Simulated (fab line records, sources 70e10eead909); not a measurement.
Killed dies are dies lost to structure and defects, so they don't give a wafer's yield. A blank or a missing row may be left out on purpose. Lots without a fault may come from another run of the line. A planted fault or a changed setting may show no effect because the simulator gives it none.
Which tool did it? | flow nand_harc | 11 lots, 33 wafers sampled, at 4 steps of a route of 1302

WHAT THE GAUGES READ, wafer by wafer
NHARC_P_GATE_CD_MEAS_26: target cd 120 nm. Usual: cd_nm 119.9 nm, standard deviation 0.56.
lot  | measured     | on        | cd_nm (nm)                          | flag
L673 | day 5 09:39  | cd_sem-02 | 118.9 118.8 119.0                   |
L674 | day 5 23:08  | cd_sem-03 | 118.9 119.6 119.4                   |
L675 | day 6 02:11  | cd_sem-03 | 120.3 120.2 120.1                   |
L678 | day 7 21:56  | cd_sem-03 | 118.9 118.9 119.3                   |
L679 | day 7 21:10  | cd_sem-03 | 119.6 119.6 120.1                   |
L680 | day 8 06:51  | cd_sem-02 | 119.8 119.9 120.7                   |
L682 | day 9 02:04  | cd_sem-02 | 119.3 119.0 119.3                   |
L683 | day 9 13:19  | cd_sem-01 | 113.1 112.7 113.6 113.0 112.8 113.6 | OFF
L686 | day 11 00:22 | cd_sem-02 | 120.1 119.8 120.6                   |
L695 | day 14 11:01 | cd_sem-02 | 119.7 119.8 119.2                   |
L694 | day 14 11:22 | cd_sem-03 | 119.5 121.0 120.6                   |

WHICH TOOL RAN EACH LOT (tool, then ch and the chambers of the sampled wafers, then the start)
lot  | NHARC_P_STI_DESCUM_14             | NHARC_P_GATE_DESCUM_13             | NHARC_P_GATE_EXPOSE_23
L673 | rie_diel-08 ch 0,1,3, day 3 08:27 | rie_diel-11 ch 2,3, day 4 19:35    | arfi_scanner-03 ch 0, day 5 09:31
L674 | rie_diel-10 ch 0,1,2, day 3 17:02 | rie_diel-02 ch 0,1,2, day 5 08:20  | arfi_scanner-01 ch 0, day 5 23:01
L675 | rie_diel-08 ch 0,1,3, day 4 01:07 | rie_diel-02 ch 1,2,3, day 5 12:34  | arfi_scanner-03 ch 0, day 6 02:02
L678 | rie_diel-08 ch 1,2,3, day 5 16:12 | rie_diel-11 ch 1,2,3, day 7 04:27  | arfi_scanner-02 ch 0, day 7 21:48
L679 | rie_diel-10 ch 2,3, day 5 21:11   | rie_diel-06 ch 2,3, day 7 04:16    | arfi_scanner-01 ch 0, day 7 21:01
L680 | rie_diel-10 ch 1,2, day 6 03:58   | rie_diel-11 ch 0,3, day 7 16:28    | arfi_scanner-02 ch 0, day 8 06:43
L682 | rie_diel-09 ch 0,3, day 6 22:40   | rie_diel-06 ch 0,1, day 8 11:01    | arfi_scanner-02 ch 0, day 9 01:55
L683 | rie_diel-09 ch 0,1, day 7 09:49   | rie_diel-06 ch 2,3, day 8 23:19    | arfi_scanner-02 ch 0, day 9 13:10
L686 | rie_diel-10 ch 0,3, day 8 16:25   | rie_diel-11 ch 0,1,2, day 10 08:32 | arfi_scanner-02 ch 0, day 11 00:14
L695 | rie_diel-08 ch 0,3, day 12 05:25  | rie_diel-02 ch 0,2,3, day 13 20:29 | arfi_scanner-01 ch 0, day 14 10:53
L694 | rie_diel-09 ch 2,3, day 12 05:26  | rie_diel-11 ch 0,2,3, day 13 20:39 | arfi_scanner-03 ch 0, day 14 11:13
- NHARC_P_STI_DESCUM_14: chemistry O2, time 3 s.
- NHARC_P_GATE_DESCUM_13: chemistry O2, time 3 s.
- NHARC_P_GATE_EXPOSE_23: exposes mask P GATE, target cd 120 nm.

WHAT THE TOOLS THEMSELVES READ (means of the sampled wafers that have a number; where no wafer has one, the mark that the record gives instead)
NHARC_P_STI_DESCUM_14. Usual: drypump_motor_current_A 5.3 A, standard deviation 0.36; o2_flow_sccm 199.9 sccm, standard deviation 0.59; oes_product_au 1.002 a.u., standard deviation 0.012; rf_vpp_V 57.7 V, standard deviation 0.8; showerhead_plenum_p_Torr 1.91 Torr, standard deviation 0.064; throttle_valve_pct 11.312 %, standard deviation 0.0084.
lot  | tool        | drypump_motor_current_A (A) | o2_flow_sccm (sccm) | oes_product_au (a.u.) | rf_vpp_V (V) | showerhead_plenum_p_Torr (Torr) | throttle_valve_pct (%) | flag
L673 | rie_diel-08 | 5.2                         | 199.3               | 1.018                 | 57.4         | 1.88                            | 11.310                 |
L674 | rie_diel-10 | 5.4                         | 200.2               | 0.999                 | 58.2         | 1.93                            | 11.310                 |
L675 | rie_diel-08 | 5.2                         | 200.1               | 1.017                 | 58.0         | 1.88                            | 11.312                 |
L678 | rie_diel-08 | 5.1                         | 199.8               | 1.009                 | 58.0         | 1.90                            | 11.318                 |
L679 | rie_diel-10 | 5.1                         | 200.0               | 1.001                 | 57.7         | 1.84                            | 11.302                 |
L680 | rie_diel-10 | 5.5                         | 200.4               | 1.006                 | 57.4         | 1.92                            | 11.312                 |
L682 | rie_diel-09 | 5.3                         | 200.2               | 0.999                 | 58.5         | 1.96                            | 11.319                 |
L683 | rie_diel-09 | 5.9                         | 199.5               | 1.009                 | 57.2         | 1.99                            | 11.317                 |
L686 | rie_diel-10 | 5.0                         | 199.9               | 0.999                 | 57.6         | 1.85                            | 11.310                 |
L695 | rie_diel-08 | 5.3                         | 199.8               | 0.989                 | 57.0         | 1.88                            | 11.313                 |
L694 | rie_diel-09 | 5.1                         | 199.5               | 0.989                 | 57.9         | 1.94                            | 11.313                 |

NHARC_P_GATE_DESCUM_13. Usual: drypump_motor_current_A 5.7 A, standard deviation 0.38; o2_flow_sccm 200.0 sccm, standard deviation 0.66; oes_product_au 0.995 a.u., standard deviation 0.009; rf_vpp_V 57.8 V, standard deviation 0.89; showerhead_plenum_p_Torr 1.90 Torr, standard deviation 0.061; throttle_valve_pct 11.312 %, standard deviation 0.0091.
lot  | tool        | drypump_motor_current_A (A) | o2_flow_sccm (sccm) | oes_product_au (a.u.) | rf_vpp_V (V) | showerhead_plenum_p_Torr (Torr) | throttle_valve_pct (%) | flag
L673 | rie_diel-11 | 6.0                         | 200.2               | 0.995                 | 58.4         | 1.94                            | 11.313                 |
L674 | rie_diel-02 | 5.5                         | 200.7               | 0.995                 | 57.2         | 1.86                            | 11.307                 |
L675 | rie_diel-02 | 5.7                         | 200.0               | 1.000                 | 58.4         | 1.87                            | 11.311                 |
L678 | rie_diel-11 | 5.7                         | 200.2               | 0.998                 | 58.2         | 1.92                            | 11.318                 |
L679 | rie_diel-06 | 6.1                         | 199.5               | 0.996                 | 57.9         | 1.98                            | 11.318                 |
L680 | rie_diel-11 | 5.7                         | 200.1               | 0.989                 | 58.2         | 1.89                            | 11.315                 |
L682 | rie_diel-06 | 5.5                         | 199.6               | 0.996                 | 58.1         | 1.89                            | 11.304                 |
L683 | rie_diel-06 | 6.2                         | 199.9               | 0.986                 | 57.5         | 1.95                            | 11.316                 |
L686 | rie_diel-11 | 5.7                         | 200.1               | 0.987                 | 57.3         | 1.92                            | 11.306                 |
L695 | rie_diel-02 | 5.7                         | 200.6               | 1.000                 | 57.6         | 1.82                            | 11.309                 |
L694 | rie_diel-11 | 5.9                         | 200.0               | 0.982                 | 57.5         | 1.92                            | 11.306                 |

THE ANSWER, worked out from the rows above alone
Rule: a lot is off if the mean of its wafers that have a number lies more than 3 standard deviations from the usual mean. A lot without any number at a reading at which 4 lots or more have one is off too. The other lots that the step has rows for count as sound. The gauges are gone through in route order, then the tools' own readings, and for those a lot's mean is taken as printed above. The first step at which some lot is off is used, and at that step the reading that is off furthest; a lot without a number counts as furthest.
Off: L683, at NHARC_P_GATE_CD_MEAS_26 (cd_nm).
A tool fits if, at a process step before that reading, it ran every lot that is off, and no sound lot after the first of them. The gauges at NHARC_P_GATE_CD_MEAS_26 are tried like those tools. Can't be told from this: 2 tools fit, rie_diel-06 at NHARC_P_GATE_DESCUM_13, cd_sem-01 at NHARC_P_GATE_CD_MEAS_26.

WHAT THE SIMULATOR HAD PUT IN
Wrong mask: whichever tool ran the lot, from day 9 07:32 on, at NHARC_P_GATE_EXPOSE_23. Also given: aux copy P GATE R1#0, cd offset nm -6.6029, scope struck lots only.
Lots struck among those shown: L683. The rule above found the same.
